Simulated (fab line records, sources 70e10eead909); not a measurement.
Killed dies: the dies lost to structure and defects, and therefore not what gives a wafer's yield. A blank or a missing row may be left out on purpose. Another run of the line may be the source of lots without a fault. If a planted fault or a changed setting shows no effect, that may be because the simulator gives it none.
Chamber matching | flow nandHarc | 4 sister chambers for NHARC_A_SGD_CUT_ETCHBACK_24 on rieDiel-08
The step etches the open film in CH3F/O2, target depth 50 nm, time 92.857 s. 4 wafers are shown with their chamber, then 7 later ones without.

== EACH WAFER AND ITS CHAMBER ==
wafer  | chamber | rfVppV (V)
L076.4 | 1       | 244.0
L077.6 | 0       | 244.4
L084.5 | 3       | 244.8
L085.5 | 2       | 247.1

== WAFERS MISSING THEIR CHAMBER ==
wafer  | rfVppV (V)
L085.6 | 246.2
L089.2 | 244.4
L089.3 | 246.5
L089.6 | 243.0
L091.1 | 248.1
L091.3 | 246.0
L091.4 | 244.6

== THE CHAMBER EACH PASSED THROUGH ==
wafer  | from the rows above               | in truth
L085.6 | can't be placed: 2 or 3 or 0 or 1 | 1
L089.2 | can't be placed: 0 or 1 or 3      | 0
L089.3 | can't be placed: 2 or 3 or 0      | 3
L089.6 | can't be placed: 1 or 0 or 3      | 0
L091.1 | 2                                 | 2
L091.3 | can't be placed: 2 or 3 or 0 or 1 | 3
L091.4 | can't be placed: 0 or 3 or 1      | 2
Placed correctly: 1 of 7. From these rows, 6 cannot be placed; in 5 the true chamber is one of the candidates. 0 placed wrongly.
How it was worked out, from the rows above alone: a wafer's distance from a chamber is the root of the sum, over the readings, of the square of ((its reading less the chamber's mean) divided by the reading's scatter). The wafer belongs to the nearest chamber; if the next one is less than 2 further off, it can't be placed. The mean given for a chamber averages the wafers shown for that chamber. The scatter: with one shown wafer a chamber, the root of the mean of the squares of how far each hidden wafer lies from its nearest shown one.
